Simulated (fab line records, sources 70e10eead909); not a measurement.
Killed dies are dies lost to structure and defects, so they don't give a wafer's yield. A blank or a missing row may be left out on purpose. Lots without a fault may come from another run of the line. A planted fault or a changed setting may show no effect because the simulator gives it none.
fab line records | flow nand_harc
record lots=6 wafers=18 last_day=33
route steps=1302 shown A_CHANNEL_HOLE_D1@480 A_CHANNEL_FILL_D1@490 A_DECK1_JOINT@518 END@1301
lots that met no fault: from a run of the same line without faults
start_h: hours from the record's first day to the start of the lot's first wafer shown | wait_h: hours since the lot's step before | " the same as in the row above | L1.1+2: a row that stands for several wafers | - no value, or no start given | * or withheld: withheld | < > ~ a bound
route shown NAME@n: a module of which the file shows steps, and the number in the route of the first | usual: mean/standard deviation of fault-free wafers | same: alike in all rows | chamber/n: place in a boat | sites: the reading at each site | _std_site: their standard deviation | _edge_site: outer sites' mean less inner sites' | radius_mm: how far each site lies from the wafer's centre | mask NAME#n: copy n | behind: the tool/chamber that last shaped the wafer | hold: why the lot was held/for how many hours/how that ended | device: the transistor (n, p or np) that didn't switch | end of line: the same wafers' tests at the end of the route | a step without rows: its recipe alone | killed: dies lost to structure and defects at the first sort, not the wafer's yield | map: a wafer's dies, x killed, . not, _ none there
set.NAME: the setting as run; set.NAME@STEP: as run at that earlier step | model.NAME: the simulator's own value behind a step, which no gauge read
lots at some steps of the route; a table a step, a row a wafer
services: from which hour (start_h, from the record's first day; less than 0 if before it) a tool's chamber was out of use, for how many hours, and why
## steps
# step NHARC_A_CHANNEL_HOLE_D1_STRIP_41
# recipe n2_flow_sccm=150 h2_flow_sccm=150 ar_flow_sccm=0 bias_w=0 chemistry=N2/H2
# step NHARC_A_CHANNEL_HOLE_D1_STRIP_42
# recipe cf4_flow_sccm=100 chf3_flow_sccm=30 ar_flow_sccm=0 bias_w=0 chemistry=CF4/CHF3
# step NHARC_A_CHANNEL_HOLE_D1_STRIP_43
# recipe o2_flow_sccm=400 cos_flow_sccm=20 ar_flow_sccm=0 bias_w=0 chemistry=O2/COS
# step NHARC_A_CHANNEL_HOLE_D1_ETCH_44
# recipe target_depth_a=1400 overetch_a=140 time_s=77 ion_energy_ev=100 cf4_flow_sccm=80 o2_flow_sccm=20 ar_flow_sccm=0 rf_w=300 bias_w=100 chemistry=CF4/O2
# usual drypump_motor_current_A=5.7/0.34 oes_product_au=1.001/0.0073 rf_vpp_V=198.2/1.5 showerhead_plenum_p_Torr=1.36/0.059 throttle_valve_pct=13.396/0.0088
# columns lot.wafer tool chamber start_h wait_h drypump_motor_current_A oes_product_au rf_hours_counter_h rf_vpp_V showerhead_plenum_p_Torr throttle_valve_pct
L716.3 rie_diel-10 0 190.39 0.1 5.7 0.995 8 197.6 1.40 13.404
L716.1 " 1 " " 5.7 1.004 8 198.5 1.33 13.397
L716.6 " 2 " " 5.5 1.008 - 200.3 1.43 13.391
L719.4 rie_diel-10 3 223.32 0.1 5.4 0.995 12 196.3 1.29 13.396
L719.3 " 0 " " 5.6 1.003 10 198.2 1.40 13.393
L719.6 " 3 " " 5.4 1.001 - 196.7 1.29 13.401
L726.2 rie_diel-02 3 293.83 0.1 5.9 1.007 26 196.0 1.25 13.409
L726.4 " 0 " " 6.0 1.002 28 197.8 1.31 13.401
L726.3 " 1 " " 5.4 0.999 27 199.6 1.43 13.398
L727.2 rie_diel-08 3 303.75 0.1 6.1 1.004 33 199.3 1.42 13.408
L727.3 " 0 " " 6.4 0.994 33 197.2 1.31 13.381
L727.5 " 2 " " 6.2 1.004 - 200.0 1.36 13.410
L735.3 rie_diel-10 1 370.58 0.1 5.7 0.997 9 197.2 1.32 13.401
L735.4 " 1 " " 5.7 0.984 - 197.4 1.32 13.384
L735.6 " 2 " " 5.6 0.994 - 200.5 1.43 13.393
L739.2 rie_diel-08 3 417.69 0.1 6.0 0.997 17 201.0 1.42 13.388
L739.4 " 1 " " 5.7 0.993 12 196.8 1.30 13.401
L739.6 " 3 " " 6.0 0.996 - 198.6 1.42 13.383
# step NHARC_A_CHANNEL_HOLE_D1_STRIP_27
# recipe o2_flow_sccm=500 ar_flow_sccm=0 bias_w=0 chemistry=O2
# step NHARC_A_CHANNEL_HOLE_D1_PRECLEAN_28
# recipe time_s=* temp_c=50 bath_age_min=0 chemistry=SC1
# step NHARC_A_CHANNEL_HOLE_D1_SRD_29
# step NHARC_A_CHANNEL_HOLE_D1_CD_MEAS_30
# usual cd_nm=90.3/0.99
# columns lot.wafer tool chamber start_h wait_h cd_nm
L716.1 cd_sem-02 - 191.17 - 90.2
L716.3 " - " " 90.7
L716.6 " - " " 90.9
L719.3 cd_sem-01 - 224.13 - 88.8
L719.4 " - " " 89.8
L719.6 " - " " 89.3
L726.2 cd_sem-03 - 294.64 - 89.4
L726.3 " - " " 90.1
L726.4 " - " " 90.7
L727.2 cd_sem-01 - 304.85 - 90.8
L727.3 " - " " 91.5
L727.5 " - " " 91.2
L735.3 cd_sem-01 - 371.49 - 88.3
L735.4 " - " " 90.5
L735.6 " - " " 90.6
L739.2 cd_sem-02 - 418.48 - 90.8
L739.4 " - " " 90.2
L739.6 " - " " 90.8
# step NHARC_A_CHANNEL_HOLE_D1_XSEM_31
# recipe landing_energy_ev=35000
# step NHARC_A_CHANNEL_HOLE_D1_INSPECT_40
# usual raw_defect_count=79/25
# columns lot.wafer tool chamber start_h wait_h raw_defect_count
L716.1 defect_inspect-01 - 191.35 - 71
L716.3 " - " " 40
L716.6 " - " " 77
L719.3 defect_inspect-02 - 224.30 - 41
L719.4 " - " " 50
L719.6 " - " " 45
L726.2 defect_inspect-02 - 294.83 - 105
L726.3 " - " " 82
L726.4 " - " " 106
L727.2 defect_inspect-02 - 305.04 - 93
L727.3 " - " " 95
L727.5 " - " " 86
L735.3 defect_inspect-01 - 371.67 - 77
L735.4 " - " " 50
L735.6 " - " " 30
L739.2 defect_inspect-02 - 418.67 - 52
L739.4 " - " " 57
L739.6 " - " " 69
# step NHARC_A_CHANNEL_FILL_D1_PRECLEAN_00
# recipe time_s=* temp_c=50 bath_age_min=0 chemistry=SC1
# step NHARC_A_CHANNEL_FILL_D1_SRD_01
# step NHARC_A_CHANNEL_FILL_D1_ALD_02
# recipe target_thk_a=60 pulse_time_s=10 ald_cycles=60 temp_c=300 material=SiO2
# usual ald_cycles=60/0 heater_power_w=457/61 precursor_pulse_height_rel=1.002/0.02
# columns lot.wafer tool chamber start_h wait_h ald_cycles heater_power_w precursor_pulse_height_rel since_wet_clean_h
L716.3 ald_hk-01 2 191.70 - 60 420 1.011 64
L716.1 " 3 " " 60 348 1.014 64
L716.6 " 0 " " 60 490 1.064 -
L719.4 ald_hk-04 1 224.57 - 60 567 0.993 138
L719.3 " 3 " " 60 478 1.011 138
L719.6 " 0 " " 60 466 1.000 -
L726.3 ald_hk-04 2 295.10 - 48 431 1.032 30
L726.4 " 3 " " 48 491 0.963 31
L726.2 " 0 " " 48 483 1.002 31
L727.3 ald_hk-04 3 308.14 - 48 490 0.982 44
L727.2 " 2 " " 48 427 1.021 44
L727.5 " 0 " " 48 478 0.992 -
L735.4 ald_hk-04 3 372.02 - 60 492 1.005 107
L735.3 " 0 " " 60 484 0.967 107
L735.6 " 1 " " 60 588 0.980 -
L739.2 ald_hk-04 2 418.86 - 60 442 0.986 154
L739.4 " 0 " " 60 482 1.018 154
L739.6 " 2 " " 60 444 1.005 -
# step NHARC_A_CHANNEL_FILL_D1_ALD_03
# recipe target_thk_a=60 pulse_time_s=60 ald_cycles=58 temp_c=630 pressure_torr=2 material=SiNx
# usual ald_cycles=58/0 precursor_pulse_height_rel=0.997/0.022
# columns lot.wafer tool chamber start_h wait_h ald_cycles precursor_pulse_height_rel
L716.1 ald_sin_batch-02 0 - - 58 0.987
L716.3 " 0 " " 58 1.008
L716.6 " 0 " " 58 0.958
L719.3 ald_sin_batch-03 0 - - 58 1.012
L719.4 " 0 " " 58 0.995
L719.6 " 0 " " 58 0.949
L726.2 ald_sin_batch-01 0 - - 58 1.014
L726.3 " 0 " " 58 0.997
L726.4 " 0 " " 58 0.985
L727.2 ald_sin_batch-02 0 - - 58 0.994
L727.3 " 0 " " 58 0.988
L727.5 " 0 " " 58 0.979
L735.3 ald_sin_batch-01 0 - - 58 1.039
L735.4 " 0 " " 58 0.986
L735.6 " 0 " " 58 1.004
L739.2 ald_sin_batch-01 0 - - 58 0.980
L739.4 " 0 " " 58 0.991
L739.6 " 0 " " 58 0.969
# step NHARC_A_CHANNEL_FILL_D1_ALD_14
# recipe target_thk_a=25 pulse_time_s=10 ald_cycles=25 temp_c=300 material=SiO2
# step NHARC_A_CHANNEL_FILL_D1_ALD_15
# recipe target_thk_a=20 pulse_time_s=60 ald_cycles=19 temp_c=630 pressure_torr=2 material=SiNx
# step NHARC_A_CHANNEL_FILL_D1_ALD_16
# recipe target_thk_a=15 pulse_time_s=10 ald_cycles=15 temp_c=300 material=SiO2
# step NHARC_A_CHANNEL_FILL_D1_ANNEAL_17
# recipe temp_c=850 time_s=1800
# step NHARC_A_CHANNEL_FILL_D1_CVD_18
# recipe target_thk_a=30 temp_c=550 material=poly-Si
# step NHARC_A_CHANNEL_FILL_D1_ETCHBACK_19
# recipe target_depth_a=50 time_s=1.7 hbr_flow_sccm=150 cl2_flow_sccm=50 rf_w=400 icp_w=400 bias_w=100 chemistry=HBr/Cl2
# step NHARC_A_CHANNEL_FILL_D1_ETCHBACK_20
# recipe target_depth_a=270 time_s=13.5 c4f8_flow_sccm=withheld o2_flow_sccm=8 ar_flow_sccm=withheld rf_w=600 bias_w=1500 chemistry=C4F8/O2/Ar
# step NHARC_A_CHANNEL_FILL_D1_STRIP_28
# recipe time_s=20 o2_flow_sccm=500 ar_flow_sccm=0 bias_w=0 chemistry=O2
# usual drypump_motor_current_A=5.6/0.44 oes_product_au=1.000/0.0068 rf_vpp_V=58.0/0.83 showerhead_plenum_p_Torr=3.58/0.17 throttle_valve_pct=17.036/0.0092
# columns lot.wafer tool chamber start_h wait_h drypump_motor_current_A oes_product_au rf_hours_counter_h rf_vpp_V showerhead_plenum_p_Torr throttle_valve_pct
L716.1 rie_diel-12 2 216.47 0.1 5.8 1.008 7.3 58.5 3.59 17.044
L716.3 " 1 " " 5.4 1.004 8.2 58.6 3.53 17.045
L716.6 " 2 " " 5.8 1.005 - 59.0 3.59 17.028
L719.4 rie_diel-13 1 250.82 0.1 6.0 1.011 4.2 57.5 3.79 17.042
L719.3 " 3 " " 5.1 1.001 4.1 57.9 3.79 17.031
L719.6 " 1 " " 6.1 1.006 - 57.9 3.79 17.027
L726.2 rie_diel-13 2 321.69 0.1 4.9 1.006 7.7 55.9 3.49 17.021
L726.4 " 3 " " 5.1 1.004 7.4 59.0 3.79 17.043
L726.3 " 0 " " 6.1 1.007 7.8 56.6 3.54 17.032
L727.3 rie_diel-12 2 329.86 0.1 5.8 1.007 2.1 57.1 3.59 17.054
L727.2 " 1 " " 5.4 0.993 0.9 59.0 3.52 17.033
L727.5 " 3 " " 6.2 0.999 - 58.3 3.51 17.019
L735.4 rie_diel-06 1 400.17 0.1 5.3 0.992 4.8 57.2 3.34 17.035
L735.3 " 0 " " 5.5 1.004 4.8 57.8 3.76 17.030
L735.6 " 1 " " 5.3 1.003 - 58.0 3.34 17.038
L739.2 rie_diel-06 0 443.07 0.1 5.4 0.999 8.3 57.7 3.75 17.046
L739.4 " 2 " " 5.6 0.997 7.8 59.1 3.78 17.031
L739.6 " 1 " " 5.3 0.994 - 57.9 3.34 17.025
# step NHARC_A_CHANNEL_FILL_D1_PRECLEAN_21
# recipe time_s=30 chemistry=dHF
# step NHARC_A_CHANNEL_FILL_D1_SRD_23
# step NHARC_A_CHANNEL_FILL_D1_CVD_05
# recipe target_thk_a=50 temp_c=550 material=poly-Si
# step NHARC_A_CHANNEL_FILL_D1_ANNEAL_22
# recipe temp_c=620 time_s=7200
# step NHARC_A_CHANNEL_FILL_D1_ALD_25
# recipe target_thk_a=600 pulse_time_s=10 ald_cycles=600 temp_c=300 material=SiOx
# step NHARC_A_CHANNEL_FILL_D1_ETCHBACK_08
# recipe target_depth_a=2200 time_s=110 c4f8_flow_sccm=20 ar_flow_sccm=withheld rf_w=600 bias_w=300 chemistry=C4F8
# usual oes_product_au=0.95/0.031 rf_vpp_V=442/3.3
# columns lot.wafer tool chamber start_h wait_h oes_product_au rf_hours_counter_h rf_vpp_V
L716.1 rie_diel-06 0 - - 1.00 5.0 447
L716.3 " 1 " " 0.99 4.7 438
L716.6 " 1 " " 1.00 - 438
L719.4 rie_diel-13 2 - - 0.94 4.2 440
L719.3 " 3 " " 0.92 4.3 445
L719.6 " 2 " " 0.93 - 440
L726.3 rie_diel-13 3 - - 0.94 8.4 446
L726.4 " 1 " " 0.92 9.2 446
L726.2 " 2 " " 0.92 8.5 441
L727.2 rie_diel-12 1 - - 0.92 2.6 441
L727.3 " 2 " " 0.93 3.1 441
L727.5 " 1 " " 0.92 - 439
L735.3 rie_diel-13 2 - - 1.00 2.9 440
L735.4 " 3 " " 1.00 3.2 446
L735.6 " 0 " " 1.00 - 440
L739.4 rie_diel-13 2 - - 0.93 4.6 440
L739.2 " 1 " " 0.93 4.7 446
L739.6 " 2 " " 0.92 - 441
# step NHARC_A_CHANNEL_FILL_D1_STRIP_29
# recipe time_s=20 o2_flow_sccm=500 ar_flow_sccm=0 bias_w=0 chemistry=O2
# usual drypump_motor_current_A=5.5/0.43 oes_product_au=1.001/0.0071 rf_vpp_V=58.1/0.89 showerhead_plenum_p_Torr=3.59/0.17 throttle_valve_pct=17.036/0.0086
# columns lot.wafer tool chamber start_h wait_h drypump_motor_current_A oes_product_au rf_hours_counter_h rf_vpp_V showerhead_plenum_p_Torr throttle_valve_pct
L716.1 rie_diel-06 0 - - 5.5 1.003 5.1 59.0 3.76 17.049
L716.3 " 1 " " 5.3 1.007 4.7 56.3 3.35 17.038
L716.6 " 1 " " 5.3 1.002 - 58.6 3.35 17.039
L719.3 rie_diel-13 1 - - 6.1 0.988 4.5 58.2 3.79 17.031
L719.4 " 2 " " 4.9 0.994 4.3 57.0 3.49 17.033
L719.6 " 1 " " 6.1 0.997 - 56.4 3.79 17.032
L726.4 rie_diel-13 3 - - 5.0 1.007 8.5 59.7 3.79 17.017
L726.2 " 0 " " 6.1 0.995 8.9 57.9 3.54 17.034
L726.3 " 1 " " 6.1 1.004 9.2 58.8 3.79 17.048
L727.2 rie_diel-12 1 - - 5.4 0.994 2.6 58.6 3.52 17.052
L727.3 " 3 " " 6.2 1.008 3.2 57.8 3.50 17.034
L727.5 " 1 " " 5.4 0.999 - 57.6 3.52 17.047
L735.3 rie_diel-13 2 - - 4.9 0.998 2.9 57.6 3.48 17.028
L735.4 " 1 " " 6.1 0.999 3.1 58.1 3.78 17.029
L735.6 " 2 " " 5.0 1.008 - 57.9 3.48 17.023
L739.4 rie_diel-13 0 - - 6.0 0.994 4.8 55.9 3.54 17.030
L739.2 " 1 " " 6.1 0.989 4.7 59.1 3.78 17.030
L739.6 " 2 " " 4.9 0.992 - 56.6 3.48 17.037
# step NHARC_A_CHANNEL_FILL_D1_PRECLEAN_30
# recipe time_s=30 chemistry=dHF
# step NHARC_A_CHANNEL_FILL_D1_SRD_31
# step NHARC_A_CHANNEL_FILL_D1_CVD_09
# recipe target_thk_a=1500 temp_c=620 pressure_mtorr=200 time_s=3000 material=poly-Si
# step NHARC_A_CHANNEL_FILL_D1_CMP_10
# recipe target_thk_nm=150
# step NHARC_A_CHANNEL_FILL_D1_SRD_12
# step NHARC_A_CHANNEL_FILL_D1_INSPECT_13
# usual raw_defect_count=319/120
# columns lot.wafer tool chamber start_h wait_h raw_defect_count
L716.1 defect_inspect-01 - 241.61 0.0 347
L716.3 " - " " 355
L716.6 " - " " 330
L719.3 defect_inspect-01 - 275.15 0.0 168
L719.4 " - " " 214
L719.6 " - " " 222
L726.2 defect_inspect-01 - 347.34 0.0 424
L726.3 " - " " 339
L726.4 " - " " 243
L727.2 defect_inspect-02 - 354.21 0.0 238
L727.3 " - " " 295
L727.5 " - " " 310
L735.3 defect_inspect-01 - 424.15 0.0 405
L735.4 " - " " 731
L735.6 " - " " 446
L739.2 defect_inspect-01 - 466.64 0.0 231
L739.4 " - " " 305
L739.6 " - " " 286
# step NHARC_A_DECK1_JOINT_ETCHBACK_07
# recipe target_depth_a=1050 time_s=26.9 hbr_flow_sccm=150 rf_w=350 icp_w=350 bias_w=60 chemistry=HBr
# step NHARC_A_DECK1_JOINT_ETCH_25
# recipe target_depth_a=5 chemistry=dHF material=SiO2
# step NHARC_A_DECK1_JOINT_ETCH_19
# recipe temp_c=25 target_depth_a=30 chemistry=TMAH material=poly-Si
# step NHARC_A_DECK1_JOINT_ETCH_18
# recipe target_depth_a=30 chemistry=dHF material=SiO2
# step NHARC_END_WLT_00
# usual VT_DECK1_BOTTOM=0.876/0.0063 VT_DECK1_BOTTOM_INNER=0.876/0.0061 VT_DECK1_MEDIAN_NEAR_BOTTOM=0.877/0.007 VT_DECK1_MEDIAN_NEAR_BOTTOM_INNER=0.878/0.0069 VT_DECK1_MIDDLE=0.889/0.0061 VT_DECK1_MIDDLE_INNER=0.889/0.0062 VT_DECK1_TOP=0.901/0.006 VT_DECK1_TOP_INNER=0.901/0.0065 VT_DECK2_BOTTOM=0.874/0.0068 VT_DECK2_BOTTOM_INNER=0.874/0.0064 VT_DECK2_MEDIAN_NEAR_BOTTOM=0.875/0.0067 VT_DECK2_MEDIAN_NEAR_BOTTOM_INNER=0.875/0.0073 VT_DECK2_MIDDLE=0.886/0.0069 VT_DECK2_MIDDLE_INNER=0.887/0.0076 VT_DECK2_TOP=0.898/0.0082 VT_DECK2_TOP_INNER=0.898/0.0073
# columns lot.wafer tool chamber start_h wait_h VT_DECK1_BOTTOM VT_DECK1_BOTTOM_INNER VT_DECK1_MEDIAN_NEAR_BOTTOM VT_DECK1_MEDIAN_NEAR_BOTTOM_INNER VT_DECK1_MIDDLE VT_DECK1_MIDDLE_INNER VT_DECK1_TOP VT_DECK1_TOP_INNER VT_DECK2_BOTTOM VT_DECK2_BOTTOM_INNER VT_DECK2_MEDIAN_NEAR_BOTTOM VT_DECK2_MEDIAN_NEAR_BOTTOM_INNER VT_DECK2_MIDDLE VT_DECK2_MIDDLE_INNER VT_DECK2_TOP VT_DECK2_TOP_INNER
L716.1 prober-02 - 562.04 0.1 0.870 0.862 0.863 0.869 0.883 0.881 0.894 0.893 0.876 0.878 0.878 0.875 0.890 0.894 0.902 0.904
L716.3 " - " " 0.869 0.871 0.873 0.866 0.882 0.876 0.891 0.898 0.877 0.876 0.885 0.874 0.885 0.890 0.898 0.903
L716.6 " - 564.52 2.5 0.873 0.865 0.869 0.878 0.887 0.880 0.895 0.892 0.878 0.883 0.881 0.883 0.891 0.888 0.900 0.905
L719.3 prober-02 - 594.00 1.1 0.881 0.875 0.880 0.880 0.891 0.887 0.909 0.900 0.881 0.885 0.879 0.886 0.886 0.892 0.902 0.898
L719.4 " - " " 0.877 0.887 0.877 0.882 0.884 0.890 0.905 0.897 0.881 0.874 0.874 0.874 0.889 0.890 0.905 0.904
L719.6 " - 595.50 2.6 0.875 0.879 0.876 0.881 0.895 0.880 0.914 0.906 0.879 0.876 0.877 0.875 0.885 0.893 0.901 0.897
L726.2 prober-01 - 679.18 0.5 0.860 0.866 0.864 0.865 0.875 0.871 0.874 0.891 0.865 0.864 0.870 0.869 0.883 0.881 0.896 0.888
L726.3 " - " " 0.865 0.862 0.863 0.859 0.877 0.867 0.875 0.891 0.866 0.874 0.872 0.865 0.880 0.881 0.897 0.892
L726.4 " - " " 0.859 0.868 0.862 0.865 0.875 0.876 0.888 0.887 0.870 0.867 0.873 0.873 0.878 0.881 0.895 0.884
L727.2 prober-02 - 679.20 0.6 0.864 0.867 0.861 0.867 0.871 0.874 0.879 0.882 0.867 0.871 0.879 0.873 0.887 0.885 0.904 0.899
L727.3 " - " " 0.870 0.859 0.860 0.861 0.874 0.877 0.883 0.877 0.881 0.867 0.873 0.873 0.884 0.889 0.903 0.904
L727.5 " - 680.72 2.1 0.857 0.855 0.862 0.864 0.874 0.870 0.881 0.880 0.876 0.878 0.875 0.871 0.886 0.885 0.897 0.896
L735.3 prober-02 - 762.99 4.3 0.864 0.870 0.872 0.871 0.882 0.883 0.902 0.896 0.885 0.891 0.887 0.891 0.893 0.896 0.908 0.908
L735.4 " - " " 0.878 0.873 0.876 0.876 0.890 0.892 0.897 0.894 0.887 0.888 0.892 0.891 0.896 0.897 0.905 0.905
L735.6 " - " " 0.869 0.884 0.873 0.869 0.887 0.898 0.901 0.891 0.890 0.887 0.891 0.890 0.891 0.897 0.901 0.910
L739.2 prober-02 - 778.19 0.6 0.873 0.877 0.873 0.879 0.889 0.892 0.903 0.899 0.884 0.879 0.875 0.881 0.888 0.879 0.901 0.894
L739.4 " - 779.19 1.6 0.869 0.880 0.872 0.883 0.880 0.881 0.898 0.900 0.874 0.874 0.876 0.874 0.886 0.884 0.910 0.907
L739.6 " - 780.20 2.6 0.875 0.879 0.881 0.886 0.893 0.891 0.899 0.899 0.872 0.878 0.882 0.878 0.886 0.897 0.896 0.893
## services
# columns tool chamber start_h hours kind
rie_diel-10 - 168.35 0.1 repair
rie_diel-12 0 177.55 8.0 repair
rie_diel-10 - 194.77 0.6 repair
rie_diel-06 - 219.03 0.6 repair
rie_diel-12 2 231.05 7.4 repair
rie_diel-06 3 261.93 4.9 repair
rie_diel-12 0 266.02 2.6 repair
rie_diel-12 - 268.40 9.0 pm
rie_diel-06 2 293.45 2.4 repair
ald_hk-04 - 296.23 1.0 repair
rie_diel-06 - 307.20 9.0 pm
rie_diel-13 0 315.73 1.5 repair
rie_diel-12 1 319.98 4.8 repair
rie_diel-06 - 328.40 0.7 repair
rie_diel-12 2 330.61 3.5 repair
rie_diel-06 3 331.08 6.8 repair
rie_diel-12 - 337.84 1.1 repair
rie_diel-13 - 342.00 9.0 pm
rie_diel-06 3 346.28 5.7 repair
rie_diel-06 0 352.51 3.5 repair
rie_diel-12 0 382.64 1.4 repair
rie_diel-12 - 405.19 0.6 repair
ald_hk-04 - 432.74 10.0 pm
rie_diel-12 - 445.40 9.0 pm
## key
first_sign step=NHARC_A_CHANNEL_FILL_D1_ALD_02 reading=ald_cycles direction=down sigmas=99+ usual=60 struck=48
effect step=NHARC_END_WLT_00 reading=VT_DECK1_TOP direction=down sigmas=3.4 usual=0.901 struck=0.880
met_at NHARC_A_CHANNEL_FILL_D1_ALD_02
struck_wafers L726.2,L726.3,L726.4,L727.2,L727.3,L727.5
tester_left_out L726,L727
onset_between 224.57 295.10
fault kind=process_parameter_drift tool=ald_hk-04 chamber=- onset_h=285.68 steps=NHARC_A_CHANNEL_FILL_D1_ALD_02 channel=ald_cycles offset=-12 shape=step end_h=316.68 acts_in=these_recipes_only stated=60
# tester_left_out: of these lots the tester's yield and bins aren't shown, on N5 and GAA mostly nor the transistor test; their killed dies are dies lost to structure and defects alone, not to doping, threshold or leakage, so they don't give the yield
